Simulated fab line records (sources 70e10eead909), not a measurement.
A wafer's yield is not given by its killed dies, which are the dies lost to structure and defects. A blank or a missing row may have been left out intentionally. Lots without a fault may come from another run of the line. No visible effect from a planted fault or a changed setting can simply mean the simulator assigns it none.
fab line records -- flow nand-harc
[record] lots = 5, wafers = 15, last-day = 23
route steps=1159 shown P_GATE@155 END@1159
lots that met no fault: from a run of the same line without faults
start-h: start of the lot's first displayed wafer, in hours after the record's first day -- wait-h: hours from the lot's prior step to this one -- " identical to the entry in the row above -- L1.1+2: a single row standing in for several wafers -- - either no value or no given start -- * or withheld: withheld -- < > ~ a bound
route shown NAME@n: a module of which the file shows steps, and the number in the route of the first -- usual: average and standard deviation across the fault-free wafers -- same: alike in all rows -- chamber/n: place in a boat -- sites: the reading at each site -- _std_site: standard deviation of those values -- _edge_site: the outer-site mean with the inner-site mean subtracted -- radius-mm: for every site, how far away it sits from the centre of the wafer -- mask NAME#n: copy n -- behind: tool/chamber where the wafer was last shaped -- hold: the reason the lot was held/the length of the hold in hours/how it ended -- device: transistor that didn't switch, given as n, p or np -- end of line: at the end of the route, the tests of the same wafers -- a step given without rows: its recipe and nothing more -- killed: at the first sort, the dies lost to defects and structure; wafer yield is something else -- map: shows each die of a wafer: x if killed, . if not, _ if none is there
set.NAME: setting as actually run; set.NAME@STEP: the setting as run at that earlier step -- model.NAME: the simulator's own value behind a step, which no gauge read
certain route steps with their lots: each step a table, each wafer a row
services: a tool's chamber out of use, with start hour (start-h, from the record's first day; less than 0 if before it), hours out, and reason
[[steps]]
[step NHARC_P_GATE_ALD_36]
[recipe] target-thk-a = 200, pulse-time-s = 60, ald-cycles = 223, temp-c = 400, material = SiNx
[usual] heater-power-w = 810/74, precursor-pulse-height-rel = 1.001/0.021
lot.wafer,tool,chamber,start-h,wait-h,heater-power-w,precursor-pulse-height-rel
L861.2,ald-sin-01,0,88.53,-,806,0.995
L861.6,ald-sin-01,0,92.77,-,808,1.001
L861.5,ald-sin-01,1,93.82,-,728,0.991
L865.4,ald-sin-03,0,129.16,-,757,0.975
L865.6,ald-sin-03,0,133.41,-,761,0.975
L865.5,ald-sin-03,1,134.48,-,904,1.007
L877.1,ald-sin-03,0,189.31,-,769,1.010
L877.3,ald-sin-03,1,190.72,-,929,1.003
L877.5,ald-sin-03,1,194.93,-,894,1.010
L876.3,ald-sin-01,0,190.03,-,793,1.012
L876.1,ald-sin-01,1,191.08,-,740,0.994
L876.5,ald-sin-01,0,194.21,-,822,1.051
L879.3,ald-sin-01,3,201.70,-,885,0.977
L879.4,ald-sin-01,1,203.84,-,738,1.019
L879.5,ald-sin-01,3,205.98,-,869,0.976
[step NHARC_P_GATE_ETCHBACK_37]
[recipe] target-depth-a = 345, time-s = 17.2, chf3-flow-sccm = 50, o2-flow-sccm = 10, ar-flow-sccm = 200, rf-w = 500, bias-w = 200, chemistry = CHF3/O2
[usual] drypump-motor-current-A = 5.6/0.39, oes-product-au = 0.95/0.035, rf-vpp-V = 370.6/2.3, showerhead-plenum-p-Torr = 2.41/0.099, throttle-valve-pct = 20.572/0.0089
lot.wafer,tool,chamber,start-h,wait-h,drypump-motor-current-A,oes-product-au,rf-hours-counter-h,rf-vpp-V,showerhead-plenum-p-Torr,throttle-valve-pct
L861.2,rie-diel-04,0,-,-,5.0,1.00,61,371.9,2.55,20.553
L861.6,rie-diel-04,2,-,-,5.4,1.01,-,370.7,2.39,20.568
L861.5,rie-diel-04,3,-,-,5.6,0.97,-,372.2,2.45,20.579
L865.4,rie-diel-04,3,-,-,5.6,1.00,9,371.0,2.45,20.584
L865.5,rie-diel-04,2,-,-,5.4,1.01,-,369.8,2.38,20.557
L865.6,rie-diel-04,3,-,-,5.6,0.99,-,372.7,2.45,20.582
L876.3,rie-diel-03,3,-,-,5.8,0.93,26,368.6,2.29,20.553
L876.1,rie-diel-03,1,-,-,5.4,0.92,29,371.8,2.47,20.562
L876.5,rie-diel-03,0,-,-,5.1,0.92,-,368.2,2.36,20.582
L877.1,rie-diel-03,0,-,-,5.1,0.93,27,370.9,2.36,20.562
L877.3,rie-diel-03,1,-,-,5.4,0.92,29,371.6,2.47,20.585
L877.5,rie-diel-03,1,-,-,5.4,0.92,-,371.9,2.47,20.555
L879.3,rie-diel-01,2,-,-,6.1,0.92,22,371.9,2.46,20.570
L879.4,rie-diel-01,3,-,-,5.0,0.91,23,367.9,2.28,20.571
L879.5,rie-diel-01,1,-,-,5.3,0.93,-,373.4,2.59,20.570
[step NHARC_P_GATE_STRIP_101]
[recipe] time-s = 20, o2-flow-sccm = 500, ar-flow-sccm = 0, bias-w = 0, chemistry = O2
[usual] drypump-motor-current-A = 5.6/0.4, oes-product-au = 1.000/0.014, rf-vpp-V = 57.8/0.98, showerhead-plenum-p-Torr = 3.55/0.15, throttle-valve-pct = 17.037/0.0093
lot.wafer,tool,chamber,start-h,wait-h,drypump-motor-current-A,oes-product-au,rf-hours-counter-h,rf-vpp-V,showerhead-plenum-p-Torr,throttle-valve-pct
L861.2,rie-diel-04,2,98.16,0.1,5.4,1.008,49,57.3,3.51,17.018
L861.5,rie-diel-04,3,98.16,0.1,5.6,0.975,-,56.9,3.60,17.040
L861.6,rie-diel-04,0,98.16,0.1,5.0,0.982,-,59.8,3.74,17.033
L865.4,rie-diel-04,0,138.81,0.1,5.0,1.006,9,56.7,3.73,17.036
L865.6,rie-diel-04,0,138.81,0.1,5.0,1.013,-,57.8,3.73,17.040
L865.5,rie-diel-04,1,138.81,0.1,6.0,0.991,-,59.2,3.60,17.057
L876.3,rie-diel-03,3,199.56,0.1,5.8,0.998,26,58.3,3.37,17.043
L876.1,rie-diel-03,0,199.56,0.1,5.1,0.991,27,58.2,3.47,17.043
L876.5,rie-diel-03,2,199.56,0.1,6.2,1.029,-,56.9,3.31,17.034
L877.3,rie-diel-03,3,201.07,0.1,5.7,1.009,26,57.4,3.37,17.036
L877.1,rie-diel-03,0,201.07,0.1,5.1,0.995,27,56.9,3.47,17.036
L877.5,rie-diel-03,2,201.07,0.1,6.2,1.034,-,57.2,3.31,17.030
L879.4,rie-diel-01,0,210.37,0.1,5.8,0.993,21,56.5,3.63,17.043
L879.3,rie-diel-01,3,210.37,0.1,5.0,0.972,23,57.6,3.36,17.057
L879.5,rie-diel-01,0,210.37,0.1,5.8,0.994,-,57.0,3.63,17.043
[step NHARC_P_GATE_PRECLEAN_97]
[recipe] time-s = 600, temp-c = 120, chemistry = SPM
[step NHARC_P_GATE_SRD_98]
[step NHARC_P_GATE_PRECLEAN_99]
[recipe] time-s = *, temp-c = 50, bath-age-min = 0, chemistry = SC1
[step NHARC_P_GATE_SRD_100]
[step NHARC_P_GATE_DEHYDRATE_38]
[recipe] temp-c = 150, time-s = 120
[step NHARC_P_GATE_HMDS_39]
[recipe] time-s = 30
[step NHARC_P_GATE_COAT_40]
[recipe] spin-rpm = 3000
[step NHARC_P_GATE_SOFTBAKE_41]
[recipe] temp-c = 122, time-s = 95
[step NHARC_P_GATE_EBR_42]
[step NHARC_P_GATE_EXPOSE_43]
[recipe] na = 0.6, target-cd-nm = 720, dose-mj = 14.81, mask-id = P_NSD
[usual] focus-offset-nm = 0.0/0.49
lot.wafer,tool,chamber,start-h,wait-h,mask,focus-offset-nm
L861.2,krf-scanner-04,0,98.80,-,P_NSD#0,0.4
L861.5,krf-scanner-04,0,98.80,-,P_NSD#0,-0.9
L861.6,krf-scanner-04,0,98.80,-,P_NSD#0,0.0
L865.4,krf-scanner-02,0,139.47,-,P_HVPW#0,0.3
L865.5,krf-scanner-02,0,139.47,-,P_HVPW#0,0.2
L865.6,krf-scanner-02,0,139.47,-,P_HVPW#0,0.7
L876.1,krf-scanner-04,0,200.21,-,P_NSD#0,-0.1
L876.3,krf-scanner-04,0,200.21,-,P_NSD#0,-0.4
L876.5,krf-scanner-04,0,200.21,-,P_NSD#0,0.3
L877.1,krf-scanner-02,0,201.84,-,P_NSD#0,-1.1
L877.3,krf-scanner-02,0,201.84,-,P_NSD#0,-0.6
L877.5,krf-scanner-02,0,201.84,-,P_NSD#0,-0.6
L879.3,krf-scanner-04,0,211.17,-,P_NSD#0,-0.7
L879.4,krf-scanner-04,0,211.17,-,P_NSD#0,0.1
L879.5,krf-scanner-04,0,211.17,-,P_NSD#0,0.2
[step NHARC_P_GATE_PEB_44]
[recipe] peb-temp-c = 118, peb-time-s = 85
[step NHARC_P_GATE_DEVELOP_45]
[recipe] time-s = 70
[step NHARC_P_GATE_CD_MEAS_46]
[recipe] target-cd-nm = 720, landing-energy-ev = 500
[usual] cd-nm = 720.0/2.3
lot.wafer,tool,chamber,start-h,wait-h,cd-nm
L861.2,cd-sem-01,0,98.95,-,725.4
L861.5,cd-sem-01,0,98.95,-,723.2
L861.6,cd-sem-01,0,98.95,-,716.9
L865.4,cd-sem-02,0,139.61,-,-
L865.5,cd-sem-02,0,139.61,-,-
L865.6,cd-sem-02,0,139.61,-,-
L876.1,cd-sem-02,0,200.37,-,718.0
L876.3,cd-sem-02,0,200.37,-,721.6
L876.5,cd-sem-02,0,200.37,-,719.7
L877.1,cd-sem-01,0,202.00,-,721.1
L877.3,cd-sem-01,0,202.00,-,720.4
L877.5,cd-sem-01,0,202.00,-,717.4
L879.3,cd-sem-02,0,211.32,-,721.0
L879.4,cd-sem-02,0,211.32,-,720.4
L879.5,cd-sem-02,0,211.32,-,721.9
[step NHARC_P_GATE_HARDBAKE_47]
[recipe] temp-c = 125, time-s = 80
[step NHARC_END_SORT_01]
[recipe] temp-c = 25
[usual] killed-at-array = 31/11, killed-at-other = 0.5/0.78, killed-at-periphery = 3.0/2, killed-dies = 34/12, killed-open = 3.2/2, killed-short = 1.9/1.6
[same] gross-dies = 677
lot.wafer,tool,chamber,start-h,wait-h,killed-at-array,killed-at-other,killed-at-periphery,killed-dies,killed-open,killed-short
L861.2,prober-01,0,446.47,2.8,48,1,2,51,8,0
L861.5,prober-01,0,448.87,3.7,34,0,4,38,2,3
L861.6,prober-01,0,449.67,4.0,39,0,7,46,5,2
L865.4,prober-02,0,483.86,3.4,34,0,643,677,3,3
L865.5,prober-02,0,484.65,3.7,28,1,648,677,1,3
L865.6,prober-02,0,485.45,4.0,28,0,649,677,3,0
L877.1,prober-02,0,540.83,2.5,37,0,2,39,1,2
L877.3,prober-02,0,542.41,3.1,37,0,1,38,3,3
L877.5,prober-02,0,543.99,3.7,36,0,2,38,2,2
L876.1,prober-02,0,556.39,2.5,19,0,4,23,2,0
L876.3,prober-02,0,558.01,3.1,26,1,1,28,2,1
L876.5,prober-02,0,559.62,3.7,29,0,0,29,2,3
L879.3,prober-01,0,558.08,3.1,16,0,2,18,6,0
L879.4,prober-01,0,558.87,3.4,14,0,3,17,6,1
L879.5,prober-01,0,559.66,3.7,27,1,3,31,8,2
// killed by level:class
L861.2 A_CHANNEL_HOLE_D1:chamber-film-flake=14 A_SLIT:chamber-film-flake=14 A_CONTACT:chamber-film-flake=5 A_STAIRCASE:chamber-film-flake=4 A_CHANNEL_FILL_D1:geometric-particle:open=2 A_CONTACT:geometric-particle:open=2 P_ZERO_WELL:chamber-film-flake=2 A_SGD_CUT:chamber-film-flake=2
L861.5 A_SLIT:chamber-film-flake=11 A_CHANNEL_HOLE_D1:chamber-film-flake=10 A_SGD_CUT:chamber-film-flake=4 P_ZERO_WELL:chamber-film-flake=2 A_STAIRCASE:chamber-film-flake=2 A_CONTACT:chamber-film-flake=2 P_M0:geometric-particle:open=1 A_CHANNEL_FILL_D1:geometric-particle:short=1
L861.6 A_CHANNEL_HOLE_D1:chamber-film-flake=16 A_SLIT:chamber-film-flake=14 P_ZERO_WELL:chamber-film-flake=4 A_CONTACT:geometric-particle:open=2 A_WL_FILL:chamber-film-flake=2 P_M0:geometric-particle:open=1 A_CHANNEL_FILL_D1:geometric-particle:short=1 A_SGD_CUT:geometric-particle:short=1
L865.4 P_GATE:area-expose=639 A_SLIT:chamber-film-flake=14 A_STAIRCASE:chamber-film-flake=7 A_CHANNEL_HOLE_D1:chamber-film-flake=4 P_ZERO_WELL:chamber-film-flake=3 A_CONTACT:geometric-particle:open=2 A_CHANNEL_HOLE_D1:geometric-particle:short=1 A_SGD_CUT:geometric-particle:short=1
L865.5 P_GATE:area-expose=641 A_SLIT:chamber-film-flake=14 A_CHANNEL_HOLE_D1:chamber-film-flake=6 P_GATE:chamber-film-flake=3 P_ZERO_WELL:chamber-film-flake=3 P_CONTACT:geometric-particle:short=1 A_CHANNEL_HOLE_D1:geometric-particle:short=1 A_CHANNEL_FILL_D1:geometric-particle:short=1
L865.6 P_GATE:area-expose=646 A_SLIT:chamber-film-flake=17 A_CHANNEL_HOLE_D1:chamber-film-flake=5 A_STAIRCASE:chamber-film-flake=5 P_GATE:geometric-particle:open=1 P_M0:geometric-particle:open=1 A_CONTACT:geometric-particle:open=1 P_GATE:chamber-film-flake=1
L877.1 A_SLIT:chamber-film-flake=20 A_CONTACT:chamber-film-flake=8 A_CHANNEL_HOLE_D1:chamber-film-flake=6 P_M2:geometric-particle:open=1 A_SOURCE_PLATE:geometric-particle:short=1 P_ZERO_WELL:chamber-film-flake=1 A_BLC:geometric-particle:short=1 A_STAIRCASE:chamber-film-flake=1
L877.3 A_SLIT:chamber-film-flake=17 A_CHANNEL_HOLE_D1:chamber-film-flake=6 A_CONTACT:chamber-film-flake=6 A_CHANNEL_FILL_D1:chamber-film-flake=2 A_SOURCE_PLATE:geometric-particle:open=1 A_SOURCE_PLATE:geometric-particle:short=1 A_ONON_D1:geometric-particle:short=1 A_CHANNEL_FILL_D1:geometric-particle:short=1
L877.5 A_SLIT:chamber-film-flake=17 A_CONTACT:chamber-film-flake=10 A_CHANNEL_HOLE_D1:chamber-film-flake=4 A_STAIRCASE:chamber-film-flake=2 P_CONTACT:geometric-particle:open=1 A_ONON_D1:geometric-particle:open=1 A_ONON_D1:geometric-particle:short=1 A_WL_FILL:geometric-particle:short=1
L876.1 A_CHANNEL_HOLE_D1:chamber-film-flake=14 P_ZERO_WELL:chamber-film-flake=2 A_WL_FILL:geometric-particle:open=1 A_CONTACT:geometric-particle:open=1 A_CONTACT:chamber-film-flake=1 P_M1:chamber-film-flake=1 P_BONDPAD:chamber-film-flake=1 A_ZERO_WELL:chamber-film-flake=1
L876.3 A_CHANNEL_HOLE_D1:chamber-film-flake=23 A_WL_FILL:geometric-particle:short=1 A_CONTACT:geometric-particle:open=1 STARTING-WAFER:geometric-particle:open=1 P_M1:chamber-film-flake=1 A_CONTACT:chamber-film-flake=1
L879.3 A_CHANNEL_HOLE_D1:chamber-film-flake=5 A_SGD_CUT:chamber-film-flake=4 A_ONON_D1:geometric-particle:open=2 P_M0:geometric-particle:open=1 A_SGD_CUT:geometric-particle:open=1 A_M0:geometric-particle:open=1 A_M1:geometric-particle:open=1 P_ZERO_WELL:chamber-film-flake=1
L879.4 A_SGD_CUT:chamber-film-flake=4 A_CONTACT:chamber-film-flake=3 P_CONTACT:geometric-particle:open=2 A_CHANNEL_HOLE_D1:chamber-film-flake=2 P_GATE:geometric-particle:short=1 A_ONON_D1:geometric-particle:open=1 A_CHANNEL_FILL_D1:geometric-particle:open=1 A_CONTACT:geometric-particle:open=1
L876.5 A_CHANNEL_HOLE_D1:chamber-film-flake=19 A_CONTACT:chamber-film-flake=5 A_ONON_D1:geometric-particle:short=1 A_CHANNEL_FILL_D1:geometric-particle:short=1 A_CONTACT:geometric-particle:open=1 A_BLC:geometric-particle:short=1 A_M0:geometric-particle:open=1
L879.5 A_CHANNEL_HOLE_D1:chamber-film-flake=9 A_CONTACT:geometric-particle:open=3 A_SGD_CUT:chamber-film-flake=3 A_WL_FILL:chamber-film-flake=3 A_CONTACT:chamber-film-flake=2 P_CONTACT:geometric-particle:open=1 P_M2:geometric-particle:short=1 A_CHANNEL_HOLE_D1:geometric-particle:short=1
// map L865.4 (x killed, . not)
____________x____________
_________xxxxxxx_________
_______xxxxxxxxxxx_______
______xxxxxxxxxxxxx______
_____xxxxxxxxxxxxxxx_____
____xxxxxxxxxxxxxxxxx____
____xxxxxxxxxxxxxxxxx____
___xxxxxxxxxxxxxxxxxxx___
___xxxxxxxxxxxxxxxxxxx___
__xxxxxxxxxxxxxxxxxxxxx__
__xxxxxxxxxxxxxxxxxxxxx__
_xxxxxxxxxxxxxxxxxxxxxxx_
_xxxxxxxxxxxxxxxxxxxxxxx_
_xxxxxxxxxxxxxxxxxxxxxxx_
_xxxxxxxxxxxxxxxxxxxxxxx_
_xxxxxxxxxxxxxxxxxxxxxxx_
xxxxxxxxxxxxxxxxxxxxxxxxx
xxxxxxxxxxxxxxxxxxxxxxxxx
xxxxxxxxxxxxxxxxxxxxxxxxx
xxxxxxxxxxxxxxxxxxxxxxxxx
xxxxxxxxxxxxxxxxxxxxxxxxx
_xxxxxxxxxxxxxxxxxxxxxxx_
_xxxxxxxxxxxxxxxxxxxxxxx_
_xxxxxxxxxxxxxxxxxxxxxxx_
_xxxxxxxxxxxxxxxxxxxxxxx_
_xxxxxxxxxxxxxxxxxxxxxxx_
__xxxxxxxxxxxxxxxxxxxxx__
__xxxxxxxxxxxxxxxxxxxxx__
___xxxxxxxxxxxxxxxxxxx___
___xxxxxxxxxxxxxxxxxxx___
____xxxxxxxxxxxxxxxxx____
____xxxxxxxxxxxxxxxxx____
_____xxxxxxxxxxxxxxx_____
______xxxxxxxxxxxxx______
_______xxxxxxxxxxx_______
_________xxxxxxx_________
____________x____________
// map L877.1 (x killed, . not)
____________.____________
_________......._________
_______..........._______
______.............______
_____..............._____
____.................____
____.................____
___...................___
___.........x..x......___
__.....................__
__.....................__
_............x.........._
_......................._
_.........x.......x....._
_.....x...........x....._
_......................._
..................x......
...................x.....
.....................x...
.........................
...................x.....
_........x.......x......_
_...............x..x...._
_..x..............x....._
_...............x....x.._
_x...............xxxx..._
__.........x.....xxxx..__
__...............xxxxx.__
___................x..___
___...............x.x.___
____.................____
____.................____
_____..............._____
______....x.......x______
_______..........._______
_________......._________
____________.____________
[[services]]
tool,chamber,start-h,hours,kind
rie-diel-04,0,66.55,-,clean
rie-diel-04,1,66.55,-,clean
rie-diel-04,2,66.55,-,clean
rie-diel-04,3,66.55,-,clean
rie-diel-03,0,71.82,-,clean
rie-diel-03,1,71.82,-,clean
rie-diel-03,2,71.82,-,clean
rie-diel-03,3,71.82,-,clean
rie-diel-01,3,75.13,5.3,repair
rie-diel-01,2,75.70,5.0,repair
rie-diel-04,0,91.05,-,clean
rie-diel-04,1,91.05,-,clean
rie-diel-04,2,91.05,-,clean
rie-diel-04,3,91.05,-,clean
krf-scanner-02,-,93.87,4.9,repair
ald-sin-03,-,106.50,10.0,pm
rie-diel-04,-,111.97,9.0,pm
krf-scanner-04,-,126.00,4.0,pm
rie-diel-01,-,137.80,9.0,pm
rie-diel-01,-,168.95,1.2,repair
rie-diel-03,0,177.10,7.7,repair
krf-scanner-02,-,178.96,0.3,repair
ald-sin-03,3,188.18,14.7,repair
krf-scanner-02,-,210.00,4.0,pm
[[key]]
[first-sign] step = NHARC_P_GATE_EXPOSE_43, reading = mask, direction = changed
[effect] step = NHARC_P_GATE_CD_MEAS_46, reading = cd-nm, direction = missing
[effect] step = NHARC_END_SORT_01, reading = killed-at-periphery, direction = up, sigmas = 99+, usual = 3.0, struck = 646.7
[more-kills-born-at] NHARC_P_GATE_EXPOSE_43@krf-scanner-02 = 1926
met-at NHARC_P_GATE_EXPOSE_43
struck-wafers L865.4,L865.5,L865.6
later-rows-left-out L865.4,L865.5,L865.6
tester-left-out L865
[fault] kind = wrong-mask, tool = any, chamber = -, onset-h = 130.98, steps = NHARC_P_GATE_EXPOSE_43, aux-copy = P_HVPW#0, scope = struck-lots-only
// tester-left-out: of these lots the tester's yield and bins aren't shown, on N5 and GAA mostly nor the transistor test; their killed dies are dies lost to structure and defects alone, not to doping, threshold or leakage, so they don't give the yield
// later-rows-left-out: the simulator's readings of these wafers behind a module that went badly wrong aren't trusted and aren't shown, but for the sort
